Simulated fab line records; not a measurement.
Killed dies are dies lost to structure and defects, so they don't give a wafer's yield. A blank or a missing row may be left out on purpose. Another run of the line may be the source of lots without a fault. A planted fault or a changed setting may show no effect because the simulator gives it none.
Lot-split experiment || flow n5 finfet || 21 wafers read across 7 lots, on a route 1938 steps long

== ABOUT THE SPLIT ==
At N5_SD_EPI_P_EPI_21 (deposits SiGe:B, time 355 s), the setting time s was moved away from the recipe's 355 s on 3 of the 21 wafers read, by -17.6% to +18.0%. All remaining wafers had this setting at the recipe value.

== FROM THE SPLIT TO THE READING: what the file shows between them, 8 steps ==
- N5_SD_EPI_P_EPI_MEAS_23
- N5_SD_EPI_P_HM_STRIP_48: strips SiNx in H3PO4, material SiNx, target depth 3 nm
- N5_SD_EPI_P_SRD_49: time 30 s
- N5_SD_EPI_P_PRECLEAN_24: cleans in O3/DIW, time 45 s
- N5_SD_EPI_P_PRECLEAN_32: cleans in dHF, time 10 s
- N5_SD_EPI_P_PRECLEAN_33: cleans in SC2, time 45 s
- N5_SD_ACTIVATION_RTA_00: time 0 s
- N5_SD_ACTIVATION_LSA_01: time 0.0008 s

== THE READING ==
Measured at N5_SD_ACTIVATION_RS_MEAS_03 by four-point probe: RS_SD_P, in ohm/sq. Typical for fault-free wafers on this fab line: 56.0 ohm/sq, with standard deviation 0.89 ohm/sq.

{"wafer": "L074.2", "tool, chamber at the split": "epi rpcvd-03, 0", "time s as run, s": 355, "against the recipe": "recipe", "RS_SD_P, ohm/sq": 56.2, "against lot-mates on the recipe": "-"}
{"wafer": "L074.3", "tool, chamber at the split": "epi rpcvd-03, 0", "time s as run, s": 355, "against the recipe": "recipe", "RS_SD_P, ohm/sq": 56.3, "against lot-mates on the recipe": "-"}
{"wafer": "L074.6", "tool, chamber at the split": "epi rpcvd-03, 0", "time s as run, s": 355, "against the recipe": "recipe", "RS_SD_P, ohm/sq": 56.3, "against lot-mates on the recipe": "-"}
{"wafer": "L076.1", "tool, chamber at the split": "epi rpcvd-01, 0", "time s as run, s": 355, "against the recipe": "recipe", "RS_SD_P, ohm/sq": 56.4, "against lot-mates on the recipe": "-"}
{"wafer": "L076.4", "tool, chamber at the split": "epi rpcvd-01, 0", "time s as run, s": 355, "against the recipe": "recipe", "RS_SD_P, ohm/sq": 54.9, "against lot-mates on the recipe": "-"}
{"wafer": "L076.5", "tool, chamber at the split": "epi rpcvd-01, 0", "time s as run, s": 355, "against the recipe": "recipe", "RS_SD_P, ohm/sq": 55.5, "against lot-mates on the recipe": "-"}
{"wafer": "L079.3", "tool, chamber at the split": "epi rpcvd-01, 0", "time s as run, s": 355, "against the recipe": "recipe", "RS_SD_P, ohm/sq": 55.4, "against lot-mates on the recipe": "-"}
{"wafer": "L079.4", "tool, chamber at the split": "epi rpcvd-01, 0", "time s as run, s": 355, "against the recipe": "recipe", "RS_SD_P, ohm/sq": 55.9, "against lot-mates on the recipe": "-"}
{"wafer": "L079.5", "tool, chamber at the split": "epi rpcvd-01, 0", "time s as run, s": 355, "against the recipe": "recipe", "RS_SD_P, ohm/sq": 55.4, "against lot-mates on the recipe": "-"}
{"wafer": "L087.3", "tool, chamber at the split": "epi rpcvd-03, 0", "time s as run, s": 355, "against the recipe": "recipe", "RS_SD_P, ohm/sq": 57.0, "against lot-mates on the recipe": "-"}
{"wafer": "L087.4", "tool, chamber at the split": "epi rpcvd-03, 0", "time s as run, s": 355, "against the recipe": "recipe", "RS_SD_P, ohm/sq": 57.1, "against lot-mates on the recipe": "-"}
{"wafer": "L087.6", "tool, chamber at the split": "epi rpcvd-03, 0", "time s as run, s": 418.9, "against the recipe": "+18.0%", "RS_SD_P, ohm/sq": 51.1, "against lot-mates on the recipe": -5.9}
{"wafer": "L092.4", "tool, chamber at the split": "epi rpcvd-01, 0", "time s as run, s": 355, "against the recipe": "recipe", "RS_SD_P, ohm/sq": 55.7, "against lot-mates on the recipe": "-"}
{"wafer": "L092.5", "tool, chamber at the split": "epi rpcvd-01, 0", "time s as run, s": 355, "against the recipe": "recipe", "RS_SD_P, ohm/sq": 55.2, "against lot-mates on the recipe": "-"}
{"wafer": "L092.6", "tool, chamber at the split": "epi rpcvd-01, 0", "time s as run, s": 355, "against the recipe": "recipe", "RS_SD_P, ohm/sq": 55.6, "against lot-mates on the recipe": "-"}
{"wafer": "L094.4", "tool, chamber at the split": "epi rpcvd-01, 0", "time s as run, s": 355, "against the recipe": "recipe", "RS_SD_P, ohm/sq": 56.8, "against lot-mates on the recipe": "-"}
{"wafer": "L094.5", "tool, chamber at the split": "epi rpcvd-01, 0", "time s as run, s": 355, "against the recipe": "recipe", "RS_SD_P, ohm/sq": 57.4, "against lot-mates on the recipe": "-"}
{"wafer": "L094.6", "tool, chamber at the split": "epi rpcvd-01, 0", "time s as run, s": 292.5, "against the recipe": "-17.6%", "RS_SD_P, ohm/sq": 63.9, "against lot-mates on the recipe": "+6.8"}
{"wafer": "L097.3", "tool, chamber at the split": "epi rpcvd-02, 0", "time s as run, s": 355, "against the recipe": "recipe", "RS_SD_P, ohm/sq": 55.9, "against lot-mates on the recipe": "-"}
{"wafer": "L097.5", "tool, chamber at the split": "epi rpcvd-02, 0", "time s as run, s": 375.9, "against the recipe": "+5.9%", "RS_SD_P, ohm/sq": 54.5, "against lot-mates on the recipe": -1.5}
{"wafer": "L097.6", "tool, chamber at the split": "epi rpcvd-02, 0", "time s as run, s": 355, "against the recipe": "recipe", "RS_SD_P, ohm/sq": 56.0, "against lot-mates on the recipe": "-"}

FIT RESULTS
A straight line over all 21 wafers: RS_SD_P changes by -0.355 ohm/sq for each +1% of time s; r = -0.93; the points scatter about the line by 0.81 ohm/sq.
The same after taking each lot's own level away (the mean of its wafers on the recipe; 21 wafers): -0.353 ohm/sq for each +1%; r = -0.99; scatter 0.36 ohm/sq.
According to that fit, moving time s by its largest amount changes the reading by 6.3 ohm/sq.
Across the lots, their own levels run from 55.50 to 57.10 ohm/sq, a range of 1.8 times the standard deviation given above.
So the lot-to-lot level changes the slope little: the two slopes agree.
Check: -6.62 ohm/sq against its lot-mates is what the line predicts for one of the wafers moved furthest among these (+18.0%) when that wafer is left out of the fit. It came out at -5.95 ohm/sq against them.

== THE WHOLE CHAIN: every reading that the file lists as answering this split, in the file's order ==
{"step": "N5_SD_EPI_P_EPI_21", "what it does": "deposits SiGe:B, time 355 s", "reading": "SiGe-B_of_SD_EPI_P_EPI_21.thk nm (the simulator's own value, which no gauge read)", "change (the file's fit)": "+0.382 nm for each +1% of the setting", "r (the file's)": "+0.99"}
{"step": "N5_SD_EPI_P_EPI_MEAS_23", "what it does": "", "reading": "thk nm", "change (the file's fit)": "withheld for each +1% of the setting", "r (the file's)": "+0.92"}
{"step": "N5_SD_EPI_P_PRECLEAN_24", "what it does": "cleans in O3/DIW, time 45 s", "reading": "SiGe-B_of_SD_EPI_P_EPI_21.thk nm (the simulator's own value, which no gauge read)", "change (the file's fit)": "+0.385 nm for each +1% of the setting", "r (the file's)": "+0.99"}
{"step": "N5_SD_ACTIVATION_RS_MEAS_03", "what it does": "measures by four-point-probe", "reading": "RS_SD_P", "change (the file's fit)": "-0.351 for each +1% of the setting", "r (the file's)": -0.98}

== FILE'S OWN FIT ==
RS_SD_P changes by -0.351 ohm/sq for each +1% of time s, r = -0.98.
